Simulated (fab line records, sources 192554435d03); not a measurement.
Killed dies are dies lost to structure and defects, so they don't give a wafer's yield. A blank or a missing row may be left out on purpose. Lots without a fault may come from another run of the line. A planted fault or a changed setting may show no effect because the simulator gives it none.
fab line records | flow n5_finfet
record lots=13 wafers=35 last_day=16
route steps=1938 shown DUMMY_GATE@212 PAD_METAL@1894 PASSIVATION@1930
lots that met no fault: from a run of the same line without faults
start_h: hours from the record's first day to the start of the lot's first wafer shown | wait_h: hours since the lot's step before | " the same as in the row above | L1.1+2: a row that stands for several wafers | - no value, or no start given | * or withheld: withheld | < > ~ a bound
route shown NAME@n: a module of which the file shows steps, and the number in the route of the first | usual: mean/standard deviation of fault-free wafers | same: alike in all rows | chamber/n: place in a boat | sites: the reading at each site | _std_site: their standard deviation | _edge_site: outer sites' mean less inner sites' | radius_mm: how far each site lies from the wafer's centre | mask NAME#n: copy n | behind: the tool/chamber that last shaped the wafer | hold: why the lot was held/for how many hours/how that ended | device: the transistor (n, p or np) that didn't switch | end of line: the same wafers' tests at the end of the route | a step without rows: its recipe alone | killed: dies lost to structure and defects at the first sort, not the wafer's yield | map: a wafer's dies, x killed, . not, _ none there
set.NAME: the setting as run; set.NAME@STEP: as run at that earlier step | model.NAME: the simulator's own value behind a step, which no gauge read
steps of the route over a sample of lots; a table a step, a row a wafer
services: from which hour (start_h, from the record's first day; less than 0 if before it) a tool's chamber was out of use, for how many hours, and why
## steps
# step N5_DUMMY_GATE_PRECLEAN_00
# recipe chemistry=O3/DIW time_s=60 temp_c=22 o3_ppm=10
# columns lot.wafer tool chamber start_h wait_h
L195.2+6 wet_bench-03 6,4 42.79 0.0
L196.2+4 wet_bench-06 0,3 51.30 0.0
L198.1+4+6 wet_bench-06 5,6,2 62.93 0.0
L199.1+2+3 wet_bench-06 0,6,2 67.03 0.0
L200.1+5+6 wet_bench-03 2,1,6 72.47 0.0
L201.1+5 wet_bench-06 2,3 79.90 0.0
L202.1+3 wet_bench-05 1,2 86.50 0.0
L203.1+2+5 wet_bench-06 0,3,7 91.76 0.0
L206.1+3+5 wet_bench-06 4,0,7 112.65 0.0
L208.3+5+6 wet_bench-06 5,7,6 122.99 0.0
L210.2+4+6 wet_bench-06 3,4,1 133.44 0.0
L214.2+3+5 wet_bench-03 0,5,3 159.15 0.0
L215.1+3+6 wet_bench-05 6,5,7 164.63 0.0
# step N5_PASSIVATION_PRE_CLEAN_19
# recipe gas=H2/He time_s=* temp_c=*
# usual heater_power_w=465/40
# columns lot.wafer tool chamber start_h wait_h heater_power_w
L195.2 pvd_sputter-03 - 271.03 0.0 448
L195.6 " - " " 413
L196.2 pvd_sputter-02 - 272.77 0.0 384
L196.4 " - " " 548
L198.1 pvd_sputter-03 - 284.00 0.0 453
L198.4 " - " " 444
L198.6 " - " " 458
L199.1 pvd_sputter-01 - 290.64 0.0 436
L199.2 " - " " 494
L199.3 " - " " 496
L200.1 pvd_sputter-02 - 294.89 0.0 538
L200.5 " - " " 545
L200.6 " - " " 493
L201.1 pvd_sputter-03 - 306.33 0.0 453
L201.5 " - " " 470
L203.1 pvd_sputter-02 - 319.55 0.0 541
L203.2 " - " " 487
L203.5 " - " " 485
L202.1 pvd_sputter-01 - 320.10 0.0 496
L202.3 " - " " 422
L206.1 pvd_sputter-03 - 342.54 0.0 416
L206.3 " - " " 440
L206.5 " - " " 456
L208.3 pvd_sputter-03 - 349.73 0.0 453
L208.5 " - " " 446
L208.6 " - " " 450
L210.2 pvd_sputter-01 - 364.29 0.0 483
L210.4 " - " " 432
L210.6 " - " " 474
L215.1 pvd_sputter-03 - 387.56 0.0 440
L215.3 " - " " 478
L215.6 " - " " 466
L214.2 pvd_sputter-01 - 387.87 0.0 511
L214.3 " - " " 486
L214.5 " - " " 475
# step N5_PASSIVATION_SPUTTER_20
# recipe material=TaN target_thk_a=500 temp_c=25 chamber_pressure_pa=0.4
# usual throttle_valve_pct=29.9/0.73
# columns lot.wafer tool chamber start_h wait_h throttle_valve_pct
L195.2 pvd_sputter-03 - 271.07 0.0 30.9
L195.6 " - " " 30.3
L196.2 pvd_sputter-02 - 272.81 0.0 29.7
L196.4 " - " " 28.5
L198.1 pvd_sputter-03 - 284.04 0.0 30.9
L198.4 " - " " 30.2
L198.6 " - " " 31.0
L199.1 pvd_sputter-01 - 290.68 0.0 29.6
L199.2 " - " " 30.2
L199.3 " - " " 29.2
L200.1 pvd_sputter-02 - 294.93 0.0 28.6
L200.5 " - " " 28.4
L200.6 " - " " 29.7
L201.1 pvd_sputter-03 - 306.37 0.0 30.1
L201.5 " - " " 29.1
L203.1 pvd_sputter-02 - 319.59 0.0 28.6
L203.2 " - " " 29.8
L203.5 " - " " 29.5
L202.1 pvd_sputter-01 - 320.14 0.0 29.0
L202.3 " - " " 29.5
L206.1 pvd_sputter-03 - 342.58 0.0 29.9
L206.3 " - " " 31.1
L206.5 " - " " 31.0
L208.3 pvd_sputter-03 - 349.77 0.0 30.9
L208.5 " - " " 30.9
L208.6 " - " " 30.3
L210.2 pvd_sputter-01 - 364.33 0.0 29.4
L210.4 " - " " 29.7
L210.6 " - " " 29.2
L215.1 pvd_sputter-03 - 387.60 0.0 31.0
L215.3 " - " " 28.9
L215.6 " - " " 29.0
L214.2 pvd_sputter-01 - 387.91 0.0 30.3
L214.3 " - " " 29.3
L214.5 " - " " 29.3
# step N5_PASSIVATION_ETCH_54
# recipe chemistry=CHF3/O2 target=SiO2 target_depth_a=8800 CHF3_flow_sccm=50 O2_flow_sccm=5 Ar_flow_sccm=200 time_s=440 mask_material=PR pressure_mtorr=30 source_w=650 bias_w=170 ion_energy_ev=200
# usual drypump_motor_current_A=5.7/0.43 oes_product_au=0.81/0.09 rf_vpp_V=527/23 showerhead_plenum_p_Torr=2.43/0.056 throttle_valve_pct=18.68/0.18
# columns lot.wafer tool chamber start_h wait_h drypump_motor_current_A oes_product_au rf_hours_counter_h rf_vpp_V showerhead_plenum_p_Torr throttle_valve_pct
L195.2 rie_diel-05 1 274.37 0.1 5.1 0.93 26 538 2.46 18.65
L195.6 " 3 " " 5.6 0.85 - 489 2.52 18.47
L196.2 rie_diel-06 0 276.42 0.1 5.7 0.73 168 564 2.41 18.72
L196.4 " 3 " " 5.8 0.72 - 548 2.39 19.07
L198.1 rie_diel-05 0 287.02 0.1 6.1 0.71 229 536 2.46 18.63
L198.4 " 2 " " 6.3 0.78 135 485 2.53 18.85
L198.6 " 3 " " 5.6 0.85 - 488 2.52 18.50
L199.1 rie_diel-04 2 293.46 0.1 4.8 0.91 20 539 2.46 18.79
L199.2 " 3 " " 5.4 0.85 47 520 2.37 18.70
L199.3 " 0 " " 5.9 0.86 61 507 2.35 18.59
L200.1 rie_diel-04 1 297.76 0.1 5.1 0.93 17 509 2.45 18.84
L200.5 " 1 " " 5.1 0.93 - 508 2.45 18.83
L200.6 " 0 " " 5.9 0.85 - 508 2.35 18.59
L201.1 rie_diel-04 1 309.05 0.1 5.1 0.93 20 509 2.45 18.86
L201.5 " 2 " " 4.8 0.91 - 539 2.45 18.78
L203.1 rie_diel-06 2 322.94 0.1 6.1 0.72 219 524 2.48 18.48
L203.2 " 1 " " 6.1 0.94 16 542 2.37 18.47
L203.5 " 3 " " 5.8 0.70 - 549 2.38 19.08
L202.1 rie_diel-04 2 323.38 0.1 4.8 0.90 31 539 2.45 18.80
L202.3 " 3 " " 5.4 0.85 56 519 2.36 18.70
L206.1 rie_diel-06 2 346.25 0.1 6.1 0.70 228 523 2.48 18.51
L206.3 " 3 " " 5.8 0.70 246 547 2.38 19.11
L206.5 " 1 " " 6.2 0.92 - 543 2.37 18.47
L208.3 rie_diel-06 3 352.57 0.1 5.8 0.70 249 548 2.38 19.10
L208.5 " 2 " " 6.1 0.70 - 523 2.48 18.51
L208.6 " 3 " " 5.8 0.69 - 549 2.38 19.11
L210.2 rie_diel-06 0 367.39 0.1 5.7 0.71 199 562 2.40 18.78
L210.4 " 1 " " 6.2 0.90 - 543 2.36 18.50
L210.6 " 2 " " 6.1 0.70 - 523 2.48 18.51
L215.1 rie_diel-05 2 390.49 0.1 6.4 0.74 174 485 2.52 18.90
L215.3 " 0 " " 6.0 0.97 5 536 2.45 18.31
L215.6 " 3 " " 5.6 0.79 - 487 2.50 18.55
L214.2 rie_diel-06 0 391.00 0.1 5.7 0.71 206 564 2.40 18.77
L214.3 " 1 " " 6.1 0.88 41 543 2.36 18.52
L214.5 " 2 " " 6.1 0.70 - 523 2.47 18.53
# step N5_PASSIVATION_PROBE_49
# usual defect_limited_yield=91.8/1.5 killed_at_M0_to_M3=33/11 killed_at_M4_up=13/5 killed_at_contacts=11/5.6 killed_at_front_end=36/12 killed_at_other=3.4/2.5 killed_dies=97/18 killed_on_rim=12/4.2 killed_open=64/13 killed_short=31/6.9 sort_bin_4_leakage=0.01/0.048 sort_bin_5_function=4.8/1 sort_bin_6_memory=3.1/0.64 sort_bin_8_speed=0.00/0.014 sort_n_pass=1083/18 sort_yield_pct=91.8/1.5
# same gross_dies=1180 killed_at_back_side=0
# columns lot.wafer tool chamber start_h wait_h defect_limited_yield[%] killed_at_M0_to_M3 killed_at_M4_up killed_at_contacts killed_at_front_end killed_at_other killed_dies killed_on_rim killed_open killed_short sort_bin_4_leakage[%] sort_bin_5_function[%] sort_bin_6_memory[%] sort_bin_8_speed[%] sort_n_pass sort_yield_pct[%]
L195.2 prober-02 - 277.19 0.1 92.5 31 13 7 35 2 88 10 60 28 0 3.7 3.5 0 1092 92.5
L195.6 prober-02 - 277.39 0.3 92.1 47 10 9 27 0 93 6 57 35 0 4.0 3.6 0 1087 92.1
L196.2 prober-01 - 279.25 0.1 93.2 24 14 8 28 6 80 12 57 22 0 3.5 2.8 0.08 1100 93.2
L196.4 prober-01 - 279.35 0.2 92.8 27 12 12 32 2 85 12 59 24 0 4.2 3.0 0 1095 92.8
L198.1 prober-01 - 289.89 0.0 91.7 37 2 10 46 3 98 20 68 30 0 4.0 4.1 0 1082 91.7
L198.4 prober-01 - 290.04 0.2 91.8 27 10 13 45 2 97 12 62 34 0 5.1 2.8 0 1083 91.8
L198.6 prober-01 - 290.14 0.3 93.5 24 5 13 33 2 77 8 50 26 0 4.0 2.5 0 1103 93.5
L199.1 prober-01 - 296.24 0.0 91.0 43 15 4 36 8 106 13 66 40 0 6.1 2.4 0 1074 91.0
L199.2 prober-01 - 296.29 0.1 91.4 57 11 3 25 6 102 16 76 26 0 5.3 3.1 0 1078 91.4
L199.3 prober-01 - 296.34 0.1 92.2 37 13 5 36 1 92 11 59 32 0 4.5 3.1 0 1088 92.2
L200.1 prober-02 - 300.55 0.0 92.6 16 19 11 36 5 87 11 59 26 0 4.7 2.5 0 1093 92.6
L200.5 prober-02 - 300.75 0.2 92.1 22 19 19 28 5 93 11 72 21 0 5.2 2.5 0 1087 92.1
L200.6 prober-02 - 300.80 0.3 91.9 25 12 12 41 5 95 8 63 30 0 5.3 2.7 0 1085 91.9
L201.1 prober-02 - 311.83 0.0 91.9 31 14 17 32 1 95 13 64 31 0 4.2 3.6 0 1085 91.9
L201.5 prober-02 - 312.03 0.2 92.2 28 14 9 35 6 92 12 64 28 0 5.1 2.5 0 1088 92.2
L203.1 prober-02 - 325.74 0.0 93.2 24 20 8 25 3 80 9 55 25 0 4.3 2.4 0 1100 93.2
L203.2 prober-02 - 325.79 0.1 93.6 23 15 13 25 0 76 10 49 27 0 4.5 1.9 0 1104 93.6
L203.5 prober-02 - 325.94 0.2 90.6 50 12 17 30 2 111 9 70 41 0 5.6 3.6 0 1069 90.6
L202.1 prober-01 - 327.44 0.0 93.6 20 7 11 32 6 76 6 49 26 0 3.1 3.1 0 1104 93.6
L202.3 prober-01 - 327.54 0.1 92.5 24 12 16 35 1 88 10 59 28 0.17 4.1 3.2 0 1090 92.4
L206.1 prober-01 - 349.03 0.0 82.7 26 6 11 159 2 204 28 49 29 0 10.2 3.2 0 976 82.7
L206.3 prober-01 - 349.13 0.1 79.8 18 13 16 175 16 238 27 54 22 0 13.1 3.1 0 942 79.8
L206.5 prober-01 - 349.23 0.2 84.2 22 15 14 135 1 187 30 50 23 0 8.6 3.3 0 993 84.2
L208.3 prober-02 - 355.45 0.1 79.3 26 7 4 206 1 244 19 46 21 0 11.3 3.9 0 936 79.3
L208.5 prober-02 - 355.55 0.2 83.6 27 14 5 146 1 193 34 50 27 0 8.6 3.4 0 987 83.6
L208.6 prober-02 - 355.60 0.3 85.4 27 13 3 123 6 172 24 46 27 0 8.5 3.1 0 1008 85.4
L210.2 prober-01 - 370.22 0.1 77.4 39 19 20 184 5 267 18 67 37 0 12.4 5.5 0 913 77.4
L210.4 prober-01 - 370.32 0.2 80.8 33 20 19 150 4 226 32 72 33 0 11.4 4.6 0 954 80.8
L210.6 prober-01 - 370.42 0.3 81.9 18 12 10 170 4 214 36 55 31 0 9.2 4.4 0 966 81.9
L215.1 prober-01 - 393.27 0.0 90.1 35 15 24 42 1 117 13 77 39 0 6.3 3.3 0 1063 90.1
L215.3 prober-01 - 393.37 0.1 89.9 38 18 21 38 4 119 10 83 35 0 6.2 3.6 0 1061 89.9
L215.6 prober-01 - 393.52 0.3 92.2 23 10 18 40 1 92 10 55 37 0 4.3 3.4 0 1088 92.2
L214.2 prober-02 - 393.83 0.1 93.6 17 4 7 46 1 75 9 48 26 0 3.6 2.4 0 1105 93.6
L214.3 prober-02 - 393.88 0.1 91.0 41 16 9 39 1 106 8 73 31 0.51 5.0 3.7 0 1068 90.5
L214.5 prober-02 - 393.98 0.2 93.0 23 8 12 37 3 83 5 51 29 0 4.0 2.8 0 1097 93.0
# killed by level:class
L195.2 BEOL_M2:geometric_particle:open=9 GATE_CUT:geometric_particle:short=8 GATE_CUT:geometric_particle:open=6 MOL_CONTACT_COAG:geometric_particle:open=6 DUMMY_GATE:geometric_particle:open=5 BEOL_M0_SAQP:geometric_particle:open=5 BEOL_M0_SAQP:geometric_particle:short=4 BEOL_M1:geometric_particle:open=4
L195.6 BEOL_M1:geometric_particle:open=17 BEOL_M0_SAQP:geometric_particle:short=11 GATE_CUT:geometric_particle:short=6 MOL_CONTACT_COAG:geometric_particle:open=6 BEOL_M2:geometric_particle:open=6 BEOL_M4:geometric_particle:open=5 FIN_SAQP:geometric_particle:open=4 STI_FIN_REVEAL:geometric_particle:open=4
L196.2 BEOL_M3:geometric_particle:open=10 FIN_SAQP:geometric_particle:open=9 BEOL_M0_SAQP:geometric_particle:short=7 GATE_CUT:geometric_particle:open=5 MOL_CONTACT_COAG:geometric_particle:open=5 DUMMY_GATE:geometric_particle:open=3 MOL_CONTACT_COAG:geometric_particle:short=3 BEOL_M0_SAQP:geometric_particle:open=3
L196.4 MOL_CONTACT_COAG:geometric_particle:open=10 FIN_SAQP:geometric_particle:open=8 BEOL_M0_SAQP:geometric_particle:short=8 FIN_SAQP:geometric_particle:short=5 BEOL_M0_SAQP:geometric_particle:open=5 BEOL_M2:geometric_particle:open=5 BEOL_M7:geometric_particle:open=5 BEOL_M3:geometric_particle:open=4
L198.1 FIN_SAQP:geometric_particle:open=15 BEOL_M1:geometric_particle:open=10 FIN_SAQP:geometric_particle:short=8 MOL_CONTACT_COAG:geometric_particle:open=8 BEOL_M3:geometric_particle:open=8 STI_FIN_REVEAL:geometric_particle:open=5 BEOL_M0_SAQP:geometric_particle:open=5 BEOL_M0_SAQP:geometric_particle:short=5
L198.4 MOL_CONTACT_COAG:geometric_particle:open=13 FIN_SAQP:geometric_particle:open=10 GATE_CUT:geometric_particle:short=8 STI_FIN_REVEAL:geometric_particle:open=6 BEOL_M0_SAQP:geometric_particle:short=6 BEOL_M0_SAQP:geometric_particle:open=6 BEOL_M2:geometric_particle:open=6 STARTING-WAFER:geometric_particle:short=5
L198.6 MOL_CONTACT_COAG:geometric_particle:open=11 BEOL_M0_SAQP:geometric_particle:short=8 FIN_SAQP:geometric_particle:short=7 FIN_SAQP:geometric_particle:open=6 BEOL_M0_SAQP:geometric_particle:open=6 GATE_CUT:geometric_particle:open=5 BEOL_M3:geometric_particle:open=4 STI_FIN_REVEAL:geometric_particle:open=3
L199.1 BEOL_M2:geometric_particle:open=12 BEOL_M4:geometric_particle:open=12 BEOL_M3:geometric_particle:open=9 FIN_SAQP:geometric_particle:open=8 BEOL_M0_SAQP:geometric_particle:short=7 BEOL_M1:geometric_particle:open=6 FIN_SAQP:geometric_particle:short=5 GATE_CUT:geometric_particle:short=4
L199.2 BEOL_M0_SAQP:geometric_particle:open=19 BEOL_M2:geometric_particle:open=14 BEOL_M3:geometric_particle:open=10 BEOL_M0_SAQP:geometric_particle:short=8 FIN_SAQP:geometric_particle:open=6 STARTING-WAFER:geometric_particle:short=4 FIN_SAQP:geometric_particle:short=3 STI_FIN_REVEAL:geometric_particle:open=3
L199.3 BEOL_M3:geometric_particle:open=11 BEOL_M0_SAQP:geometric_particle:short=8 STI_FIN_REVEAL:geometric_particle:open=7 BEOL_M0_SAQP:geometric_particle:open=6 FIN_SAQP:geometric_particle:open=5 STI_FIN_REVEAL:geometric_particle:short=5 MOL_CONTACT_COAG:geometric_particle:open=4 BEOL_M3:geometric_particle:short=4
L200.1 STI_FIN_REVEAL:geometric_particle:open=10 FIN_SAQP:geometric_particle:open=7 MOL_CONTACT_COAG:geometric_particle:open=7 BEOL_M4:geometric_particle:open=7 BEOL_M0_SAQP:geometric_particle:open=6 DUMMY_GATE:geometric_particle:open=4 BEOL_M0_SAQP:geometric_particle:short=4 MOL_CONTACT_COAG:geometric_particle:short=4
L200.5 MOL_CONTACT_COAG:geometric_particle:open=16 STI_FIN_REVEAL:geometric_particle:open=9 BEOL_M0_SAQP:geometric_particle:short=8 BEOL_M4:geometric_particle:open=7 BEOL_M2:geometric_particle:open=6 FIN_SAQP:geometric_particle:open=5 BEOL_M0_SAQP:geometric_particle:open=4 BEOL_M5:geometric_particle:open=4
L200.6 STI_FIN_REVEAL:geometric_particle:open=12 MOL_CONTACT_COAG:geometric_particle:open=9 GATE_CUT:geometric_particle:short=7 BEOL_M0_SAQP:geometric_particle:open=7 DUMMY_GATE:geometric_particle:open=6 BEOL_M2:geometric_particle:open=6 FIN_SAQP:geometric_particle:open=4 BEOL_M0_SAQP:geometric_particle:short=4
L201.1 MOL_CONTACT_COAG:geometric_particle:open=14 BEOL_M0_SAQP:geometric_particle:open=10 BEOL_M0_SAQP:geometric_particle:short=8 BEOL_M3:geometric_particle:open=5 STARTING-WAFER:geometric_particle:open=5 DUMMY_GATE:geometric_particle:open=4 ILD0:geometric_particle:short=4 GATE_CUT:geometric_particle:open=4
L201.5 GATE_CUT:geometric_particle:short=9 BEOL_M0_SAQP:geometric_particle:open=8 BEOL_M1:geometric_particle:open=8 FIN_SAQP:geometric_particle:open=7 DUMMY_GATE:geometric_particle:open=7 MOL_CONTACT_COAG:geometric_particle:open=7 BEOL_M0_SAQP:geometric_particle:short=5 BEOL_M8:geometric_particle:open=5
L203.1 BEOL_M0_SAQP:geometric_particle:open=8 FIN_SAQP:geometric_particle:open=6 FIN_SAQP:geometric_particle:short=6 BEOL_M0_SAQP:geometric_particle:short=5 BEOL_M4:geometric_particle:open=5 STI_FIN_REVEAL:geometric_particle:open=4 BEOL_M5:geometric_particle:open=4 MOL_CONTACT_COAG:geometric_particle:short=4
L203.2 MOL_CONTACT_COAG:geometric_particle:open=10 FIN_SAQP:geometric_particle:open=8 STI_FIN_REVEAL:geometric_particle:open=6 BEOL_M0_SAQP:geometric_particle:short=5 BEOL_M4:geometric_particle:open=5 BEOL_M0_SAQP:geometric_particle:open=4 BEOL_M5:geometric_particle:open=4 FIN_SAQP:geometric_particle:short=3
L203.5 BEOL_M0_SAQP:geometric_particle:short=18 MOL_CONTACT_COAG:geometric_particle:open=15 BEOL_M0_SAQP:geometric_particle:open=14 BEOL_M2:geometric_particle:short=7 STI_FIN_REVEAL:geometric_particle:open=6 BEOL_M0:geometric_particle:open=5 BEOL_M4:geometric_particle:open=4 FIN_SAQP:geometric_particle:open=3
L202.1 MOL_CONTACT_COAG:geometric_particle:open=10 FIN_SAQP:geometric_particle:short=8 FIN_SAQP:geometric_particle:open=7 BEOL_M3:geometric_particle:open=7 BEOL_M0_SAQP:geometric_particle:open=5 PASS1_CAP:geometric_particle:short=4 STARTING-WAFER:geometric_particle:short=4 STI_FIN_REVEAL:geometric_particle:open=3
L202.3 STI_FIN_REVEAL:geometric_particle:open=10 MOL_CONTACT_COAG:geometric_particle:open=10 FIN_SAQP:geometric_particle:open=8 BEOL_M4:geometric_particle:open=7 MOL_CONTACT_COAG:geometric_particle:short=6 GATE_CUT:geometric_particle:short=5 BEOL_M2:geometric_particle:open=5 BEOL_M0_SAQP:geometric_particle:short=4
L206.1 DUMMY_GATE:unspecified=125 FIN_SAQP:geometric_particle:short=11 MOL_CONTACT_COAG:geometric_particle:open=10 BEOL_M1:geometric_particle:open=6 BEOL_M2:geometric_particle:open=6 STI_FIN_REVEAL:geometric_particle:open=5 FIN_SAQP:geometric_particle:open=4 DUMMY_GATE:geometric_particle:open=4
L206.3 DUMMY_GATE:unspecified=146 PASSIVATION:area_etch=15 MOL_CONTACT_COAG:geometric_particle:open=12 FIN_SAQP:geometric_particle:open=7 FIN_SAQP:geometric_particle:short=4 STI_FIN_REVEAL:geometric_particle:open=4 MOL_CONTACT_COAG:geometric_particle:short=4 BEOL_M1:geometric_particle:open=4
L206.5 DUMMY_GATE:unspecified=111 MOL_CONTACT_COAG:geometric_particle:open=11 BEOL_M2:geometric_particle:open=8 DUMMY_GATE:geometric_particle:open=5 BEOL_M0_SAQP:geometric_particle:short=5 BEOL_M4:geometric_particle:open=5 FIN_SAQP:geometric_particle:open=4 BEOL_M8:geometric_particle:open=4
L208.3 DUMMY_GATE:unspecified=164 HKMG_FIN:area_etch=13 BEOL_M3:geometric_particle:open=9 STI_FIN_REVEAL:geometric_particle:open=7 FIN_SAQP:geometric_particle:open=6 BEOL_M0_SAQP:geometric_particle:open=5 BEOL_M1:geometric_particle:open=5 FIN_SAQP:geometric_particle:short=3
L208.5 DUMMY_GATE:unspecified=109 STI_FIN_REVEAL:geometric_particle:open=11 BEOL_M0_SAQP:geometric_particle:open=6 HKMG_FIN:area_etch=6 MOL_CONTACT_COAG:geometric_particle:open=5 BEOL_M0:geometric_particle:short=5 BEOL_M3:geometric_particle:open=5 FIN_SAQP:geometric_particle:open=4
L208.6 DUMMY_GATE:unspecified=98 BEOL_M3:geometric_particle:open=7 FIN_SAQP:geometric_particle:open=6 BEOL_M0_SAQP:geometric_particle:short=6 BEOL_M0:geometric_particle:open=5 BEOL_M4:geometric_particle:open=5 FIN_SAQP:geometric_particle:short=4 BEOL_M1:geometric_particle:open=4
L210.2 DUMMY_GATE:unspecified=156 MOL_CONTACT_COAG:geometric_particle:open=18 BEOL_M1:geometric_particle:open=10 FIN_SAQP:geometric_particle:short=7 BEOL_M0_SAQP:geometric_particle:short=7 BEOL_M3:geometric_particle:open=6 HKMG_FIN:area_etch=5 BEOL_M0_SAQP:geometric_particle:open=4
L210.4 DUMMY_GATE:unspecified=119 MOL_CONTACT_COAG:geometric_particle:open=17 BEOL_M4:geometric_particle:open=10 FIN_SAQP:geometric_particle:short=7 BEOL_M0_SAQP:geometric_particle:open=7 FIN_SAQP:geometric_particle:open=6 BEOL_M0_SAQP:geometric_particle:short=6 BEOL_M1:geometric_particle:open=6
L210.6 DUMMY_GATE:unspecified=120 STI_FIN_REVEAL:geometric_particle:open=11 FIN_SAQP:geometric_particle:short=10 MOL_CONTACT_COAG:geometric_particle:open=10 BEOL_M4:geometric_particle:open=7 HKMG_FIN:area_etch=7 BEOL_M1:geometric_particle:open=6 FIN_SAQP:geometric_particle:open=5
L215.1 MOL_CONTACT_COAG:geometric_particle:open=21 BEOL_M0_SAQP:geometric_particle:short=9 GATE_CUT:geometric_particle:short=9 BEOL_M0_SAQP:geometric_particle:open=8 FIN_SAQP:geometric_particle:open=7 BEOL_M2:geometric_particle:open=7 FIN_SAQP:geometric_particle:short=6 BEOL_M1:geometric_particle:open=6
L215.3 MOL_CONTACT_COAG:geometric_particle:open=20 BEOL_M2:geometric_particle:open=9 GATE_CUT:geometric_particle:short=8 BEOL_M0_SAQP:geometric_particle:open=8 BEOL_M3:geometric_particle:open=7 BEOL_M5:geometric_particle:open=7 FIN_SAQP:geometric_particle:short=5 BEOL_M2:geometric_particle:short=5
L215.6 MOL_CONTACT_COAG:geometric_particle:open=13 FIN_SAQP:geometric_particle:open=12 FIN_SAQP:geometric_particle:short=10 BEOL_M0_SAQP:geometric_particle:short=8 BEOL_M0_SAQP:geometric_particle:open=6 MOL_CONTACT_COAG:geometric_particle:short=5 STI_FIN_REVEAL:geometric_particle:open=4 BEOL_M2:geometric_particle:open=4
L214.2 FIN_SAQP:geometric_particle:short=9 STI_FIN_REVEAL:geometric_particle:open=9 MOL_CONTACT_COAG:geometric_particle:open=6 STARTING-WAFER:geometric_particle:open=6 SPACER0:geometric_particle:open=4 BEOL_M1:geometric_particle:open=4 BEOL_M2:geometric_particle:open=4 DUMMY_GATE:geometric_particle:short=3
L214.3 STI_FIN_REVEAL:geometric_particle:open=16 BEOL_M1:geometric_particle:open=13 BEOL_M0_SAQP:geometric_particle:short=7 MOL_CONTACT_COAG:geometric_particle:open=7 BEOL_M5:geometric_particle:open=6 FIN_SAQP:geometric_particle:open=5 BEOL_M0_SAQP:geometric_particle:open=5 BEOL_M1:geometric_particle:short=5
L214.5 MOL_CONTACT_COAG:geometric_particle:open=11 STI_FIN_REVEAL:geometric_particle:open=10 BEOL_M1:geometric_particle:open=8 BEOL_M0_SAQP:geometric_particle:short=6 FIN_SAQP:geometric_particle:open=5 GATE_CUT:geometric_particle:short=5 STI_FIN_REVEAL:geometric_particle:short=4 BEOL_M2:geometric_particle:open=4
## services
# columns tool chamber start_h hours kind
rie_diel-05 - 32.25 0.4 repair
pvd_sputter-03 - 36.99 5.4 repair
rie_diel-04 0 55.45 12.6 repair
rie_diel-06 1 80.31 8.1 repair
rie_diel-06 0 81.71 7.0 repair
rie_diel-06 3 86.99 2.4 repair
pvd_sputter-02 - 88.47 0.6 repair
rie_diel-06 2 88.53 27.7 repair
pvd_sputter-02 - 121.61 1.8 repair
rie_diel-06 0 207.22 4.4 repair
rie_diel-04 2 217.90 5.7 repair
rie_diel-05 0 230.90 5.1 repair
rie_diel-06 3 245.02 16.7 repair
pvd_sputter-01 - 252.79 1.5 repair
rie_diel-06 1 261.75 - clean
rie_diel-06 1 261.75 - consumable_replace:focus_ring
rie_diel-06 1 261.75 17.4 scheduled_down
rie_diel-06 2 302.78 3.3 repair
rie_diel-04 3 307.04 5.2 repair
rie_diel-04 1 324.53 5.2 repair
rie_diel-05 2 336.31 4.8 repair
rie_diel-05 0 379.50 2.6 repair
pvd_sputter-02 - 382.78 4.8 repair
rie_diel-06 - 388.03 0.2 repair
## key
first_sign step=N5_PASSIVATION_PROBE_49 reading=killed_at_front_end direction=up sigmas=10 usual=36 struck=161
effect step=N5_PASSIVATION_PROBE_49 reading=defect_limited_yield direction=down sigmas=6.7 usual=91.8 struck=81.7
more_kills_born_at N5_DUMMY_GATE_PRECLEAN_00@wet_bench-06=1148
met_at N5_DUMMY_GATE_PRECLEAN_00
struck_lots L206,L208,L210
baseline_loss step=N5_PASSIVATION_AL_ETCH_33 wafers=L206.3
baseline_loss step=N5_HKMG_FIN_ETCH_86 wafers=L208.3
not_acting_at N5_PASSIVATION_PRE_CLEAN_19,N5_PASSIVATION_SPUTTER_20,N5_PASSIVATION_ETCH_54
onset_between 91.76 112.65
fault kind=chamber_particle_source tool=wet_bench-06 chamber=- onset_h=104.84 steps=N5_DUMMY_GATE_PRECLEAN_00 rate_per_visit_cm2=2.1104 end_h=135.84
# baseline_loss: these wafers lose ten dies or more at that step, a loss of the line's own and not of a fault; the sort's usual values leave them out
